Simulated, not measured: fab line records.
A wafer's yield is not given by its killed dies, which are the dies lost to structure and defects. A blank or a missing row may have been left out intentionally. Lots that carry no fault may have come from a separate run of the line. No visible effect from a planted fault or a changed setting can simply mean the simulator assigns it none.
Split-lot study | flow n5_finfet | 7 lots, 21 wafers read, on a route of 1938 steps

## THE SPLIT ITSELF
At N5_FIN_CUT_CUT_ETCH_15 (etches Si in HBr/Cl2/O2, target depth 100 nm, bt time 10 s, time 42.4 s), the setting time_s was moved away from the recipe's 42.4 s on 6 of the 21 wafers read, by -19.8% to -14.5%. The other wafers ran this setting at the recipe's value.

The reading comes from the split's own step.

## THE READING
SOC_of_FIN_CUT_COAT_18.thk_nm (the simulator's own value, which no gauge read), in nm, at N5_FIN_CUT_CUT_ETCH_15 (etches Si in HBr/Cl2/O2, target depth 100 nm, bt time 10 s, time 42.4 s). No usual value for it is given in the file. Here, 15 wafers ran the recipe; their average is 170.7 nm with a standard deviation of 1.5 nm.

wafer  | tool, chamber at the split | time_s as run, s | against the recipe | SOC_of_FIN_CUT_COAT_18.thk_nm, nm | against lot-mates on the recipe
L074.2 | rie_si-03, 2               | 42.4             | recipe             | 169.6                             | -
L074.3 | rie_si-03, 0               | 42.4             | recipe             | 170.8                             | -
L074.4 | rie_si-03, 1               | 42.4             | recipe             | 170.4                             | -
L076.3 | rie_si-02, 2               | 35.8             | -15.6%             | 179.2                             | +5.8
L076.4 | rie_si-02, 1               | 42.4             | recipe             | 173.6                             | -
L076.6 | rie_si-02, 2               | 42.4             | recipe             | 173.2                             | -
L080.3 | rie_si-02, 0               | 42.4             | recipe             | 169.2                             | -
L080.4 | rie_si-02, 2               | 42.4             | recipe             | 170                               | -
L080.5 | rie_si-02, 0               | 42.4             | recipe             | 169.8                             | -
L085.3 | rie_si-03, 2               | 36.25            | -14.5%             | 176                               | +6.2
L085.4 | rie_si-03, 3               | 42.4             | recipe             | 169.8                             | -
L085.5 | rie_si-03, 1               | 36.25            | -14.5%             | 179.2                             | +9.4
L088.4 | rie_si-04, 2               | 42.4             | recipe             | 168.6                             | -
L088.5 | rie_si-04, 0               | 42.4             | recipe             | 169.2                             | -
L088.6 | rie_si-04, 3               | 42.4             | recipe             | 172.6                             | -
L091.1 | rie_si-04, 0               | 42.4             | recipe             | 171                               | -
L091.2 | rie_si-04, 3               | 42.4             | recipe             | 172                               | -
L091.6 | rie_si-04, 0               | 42.4             | recipe             | 170.6                             | -
L093.2 | rie_si-04, 3               | 34               | -19.8%             | 178.4                             | no lot-mate on the recipe
L093.3 | rie_si-04, 1               | 34               | -19.8%             | 179.6                             | no lot-mate on the recipe
L093.5 | rie_si-04, 2               | 34               | -19.8%             | 179.6                             | no lot-mate on the recipe

FIT RESULTS
A straight line over all 21 wafers: SOC_of_FIN_CUT_COAT_18.thk_nm changes by -0.454 nm for each +1% of time_s; r = -0.93; the points scatter about the line by 1.5 nm.
The same after taking each lot's own level away (the mean of its wafers on the recipe; 18 wafers): -0.477 nm for each +1%; r = -0.93; scatter 1.1 nm.
On that fit, the largest move of time_s shifts the reading by 9.4 nm.
Measured against the standard deviation above, the lots' own levels, which go from 169.67 to 173.40 nm, span 2.5 times it.
Hence the lot-to-lot level has little effect on the slope; both slopes agree.
Check: +8.37 nm against its lot-mates is what the line predicts for one of the wafers moved furthest among these (-15.6%) when that wafer is left out of the fit. Against them it came out at +5.8 nm.

## OTHER SPLITS ON THESE WAFERS
Other splits were also applied to these wafers ahead of the reading. Each is held against what the fit with the lots' levels taken away leaves over:
other split on the same wafers    | wafers away from the commonest value | r with SOC_of_FIN_CUT_COAT_18.thk_nm (lot level and that fit taken away)
N5_ZERO_LAYER_ETCH_18 icp_w       | 7                                    | +0.33
N5_WELL_APT_EXPOSE_05 dose_mj     | 3                                    | +0.16
N5_FIN_SAQP_ETCH_52 source_w      | 9                                    | -0.22
N5_FIN_SAQP_SPACER1_ALD_24 temp_c | 9                                    | +0.06
N5_FIN_CUT_CUT_ETCH_26 time_s     | 8                                    | -0.46

## THE WHOLE CHAIN: every reading that the file lists as answering this split, in the file's order
step                   | what it does                                                            | reading                                                                        | change (the file's fit)               | r (the file's)
N5_FIN_CUT_CUT_ETCH_15 | etches Si in HBr/Cl2/O2, target depth 100 nm, bt time 10 s, time 42.4 s | etch.depth_nm (the simulator's own value, which no gauge read)                 | +0.998 nm for each +1% of the setting | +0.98
N5_FIN_CUT_CUT_ETCH_15 | etches Si in HBr/Cl2/O2, target depth 100 nm, bt time 10 s, time 42.4 s | FIN_CUT.feature_depth_nm (the simulator's own value, which no gauge read)      | +0.995 nm for each +1% of the setting | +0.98
N5_FIN_CUT_CUT_ETCH_15 | etches Si in HBr/Cl2/O2, target depth 100 nm, bt time 10 s, time 42.4 s | SOC_of_FIN_CUT_COAT_18.thk_nm (the simulator's own value, which no gauge read) | -0.449 nm for each +1% of the setting | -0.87

## THE FILE'S OWN FIT
SOC_of_FIN_CUT_COAT_18.thk_nm changes by -0.449 nm for each +1% of time_s, r = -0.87.
